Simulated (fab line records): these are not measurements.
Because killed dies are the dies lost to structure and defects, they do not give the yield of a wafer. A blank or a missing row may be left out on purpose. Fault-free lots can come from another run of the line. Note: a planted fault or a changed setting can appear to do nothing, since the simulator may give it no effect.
8D (eight disciplines) problem report, filled in by code    flow n5 finfet    the parts of the form that need people (team, actions taken, sign-off) are left out

== 1. THE PROBLEM ==
Mean of barrier field endpoint s at N5_BEOL_M6_CMP_52: 16.0 s across 6 wafers in 2 lots; on wafers with no fault it is 28.8 s (standard deviation 0.62). That puts it -21 standard deviations away from the usual mean.
The step: polishes, stops on SiCOH lowk, t overpolish 6.9 s, target thk 80 nm.
The first sign was on wafer L885.4 at day 12 22:33, on cmp-04. At this step, 30 wafers from 10 lots have a number in the record. Rule for "out" (also "out of limits"): further than 4 standard deviations from the usual mean. The other wafers with a number count as sound.

== 2. WHAT IT IS; WHAT IT IS NOT ==
question                     is                                            is not
which readings at this step  barrier field endpoint s, time to endpoint s  motor current A, slurry filter dp kPa
which lots                   L885, L888                                    L870, L871, L872, L876, L877, L878, L881, L883
which wafers of those lots   all that have a number                        -
read on which tools          cmp-04                                        cmp-01, cmp-03
when                         from day 12 22:33                             up to then (24 sound wafers)

== 3. THE SUSPECTS, EACH WITH WHAT RULES IT OUT ==
Counting: a tool at a process step up to the reading stays a suspect if it ran every lot that is out and no sound lot after the first of them.
- cmp-04 at N5_BEOL_M6_CMP_52 (polishes, stops on SiCOH lowk, t overpolish 6.9 s, target thk 80 nm): kept. All lots that are out passed through it, beginning with L885 at day 12 22:33, and no sound lot followed; its final sound lot before that point was L883 at day 12 20:24. Out on those wafers are its own readings of barrier field endpoint s, time to endpoint s.
Remaining after the count: cmp-04 at N5_BEOL_M6_CMP_52.

== 4. THE CAUSE (what the simulator had put in) ==
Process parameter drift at N5_BEOL_M6_CMP_52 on cmp-04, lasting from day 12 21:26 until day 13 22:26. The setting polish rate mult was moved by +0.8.
Counting left only this tool.

== 5. THE EFFECT CHAIN, in route order ==
Each row: a reading whose mean over the struck wafers that have a number lies more than 3 standard deviations from the usual. Only readings for which the record gives a usual standard deviation are gone through. hours: the time from each lot's start at the first step in this table that gives one to its start at this step, as a median over the lots. sigmas: the change in usual standard deviations.
hours  step               reading                   usual   on struck wafers  change  sigmas
0      N5_BEOL_M6_CMP_52  barrier field endpoint s  28.8 s  16.0              -12.8   -21
0      N5_BEOL_M6_CMP_52  time to endpoint s        62.4 s  33.2              -29.2   -10
Here are the process steps it includes:
- N5_BEOL_M6_CMP_52: polishes, stops on SiCOH lowk, t overpolish 6.9 s, target thk 80 nm.
Later steps that measure or inspect, where all struck wafers having a row at the step show a number for every such reading and not one has moved that far: N5_BEOL_M6_INSPECT_58, N5_BEOL_M7_THK_MEAS_01.

== 6. WHAT WOULD HAVE CAUGHT IT SOONER ==
In this record the first reading out of limits was taken at day 12 22:33, 1 hour after the fault began at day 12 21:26.
